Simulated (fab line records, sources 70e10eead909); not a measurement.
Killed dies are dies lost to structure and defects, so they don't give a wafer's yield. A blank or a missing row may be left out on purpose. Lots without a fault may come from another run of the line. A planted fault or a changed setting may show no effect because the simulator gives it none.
Chamber matching | flow nand_harc | NHARC_A_SGD_CUT_DEP_00 on pecvd-02: 3 sister chambers
The step deposits SiNx, target thk 50 nm. 3 wafers are shown with their chamber, then 12 later ones without.

WAFERS WITH THEIR CHAMBER
wafer  | chamber | heater_power_w (W)
L088.4 | 1       | 893
L090.3 | 0       | 676
L090.6 | 2       | 674

WAFERS WITHOUT THEIR CHAMBER
wafer  | heater_power_w (W)
L090.1 | 731
L090.4 | 674
L090.5 | 778
L092.2 | 853
L092.5 | 852
L092.6 | 639
L094.2 | 750
L094.4 | 653
L094.5 | 673
L095.2 | 630
L095.3 | 740
L095.6 | 622

WHICH CHAMBER EACH WENT THROUGH
wafer  | from the rows above          | in truth
L090.1 | can't be placed: 0 or 2      | 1
L090.4 | can't be placed: 2 or 0      | 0
L090.5 | can't be placed: 0 or 2 or 1 | 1
L092.2 | 1                            | 1
L092.5 | 1                            | 1
L092.6 | can't be placed: 2 or 0      | 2
L094.2 | can't be placed: 0 or 2 or 1 | 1
L094.4 | can't be placed: 2 or 0      | 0
L094.5 | can't be placed: 2 or 0      | 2
L095.2 | can't be placed: 2 or 0      | 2
L095.3 | can't be placed: 0 or 2 or 1 | 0
L095.6 | can't be placed: 2 or 0      | 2
Placed correctly: 2 of 12. Can't be placed from these rows: 10 (the true chamber is among the candidates in 9). Placed wrongly: 0.
How it was worked out, from the rows above alone: a wafer's distance from a chamber is the root of the sum, over the readings, of the square of ((its reading less the chamber's mean) divided by the reading's scatter). The wafer belongs to the nearest chamber; if the next one is less than 2 further off, it can't be placed. A chamber's mean is the mean of its shown wafers. The scatter: with one shown wafer a chamber, the root of the mean of the squares of how far each hidden wafer lies from its nearest shown one.
